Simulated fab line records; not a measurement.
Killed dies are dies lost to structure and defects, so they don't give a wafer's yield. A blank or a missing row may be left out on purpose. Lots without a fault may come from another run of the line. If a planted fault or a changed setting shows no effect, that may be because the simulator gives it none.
Chamber matching | flow n5Finfet | rieDiel-02 running N5_BEOL_M12_ETCH_67: 4 sister chambers
The step etches SiARC in CF4, target depth 143 nm, time 238.3 s. 4 wafers are shown with their chamber, then 7 later ones without.

## WAFERS, EACH WITH ITS CHAMBER
wafer  | chamber | showerheadPlenumPTorr (Torr)
L077.2 | 3       | 2.20
L085.1 | 2       | 2.09
L083.1 | 1       | 2.24
L083.3 | 0       | 2.24

## WAFERS WITHOUT THEIR CHAMBER
wafer  | showerheadPlenumPTorr (Torr)
L083.5 | 2.19
L089.1 | 2.09
L089.2 | 2.24
L089.5 | 2.24
L093.3 | 2.19
L093.5 | 2.24
L093.6 | 2.08

## WHICH CHAMBER EACH WENT THROUGH
wafer  | from the rows above     | in truth
L083.5 | 3                       | 3
L089.1 | 2                       | 2
L089.2 | can't be placed: 0 or 1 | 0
L089.5 | can't be placed: 0 or 1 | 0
L093.3 | 3                       | 3
L093.5 | can't be placed: 0 or 1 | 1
L093.6 | 2                       | 2
Placed correctly: 4 of 7. Cannot be placed on the basis of these rows: 3; the candidates contain the true chamber in 3. Wrongly placed: 0.
How it was worked out, from the rows above alone: a wafer's distance from a chamber is the root of the sum, over the readings, of the square of ((its reading less the chamber's mean) divided by the reading's scatter). If the next closest chamber is less than 2 further off than the closest, the wafer can't be placed; otherwise it belongs to the closest. For every chamber, the mean is computed from those of its wafers that are shown. The scatter (one wafer shown for each chamber): square how far every hidden wafer sits from the nearest shown wafer, average those squares and take the square root.
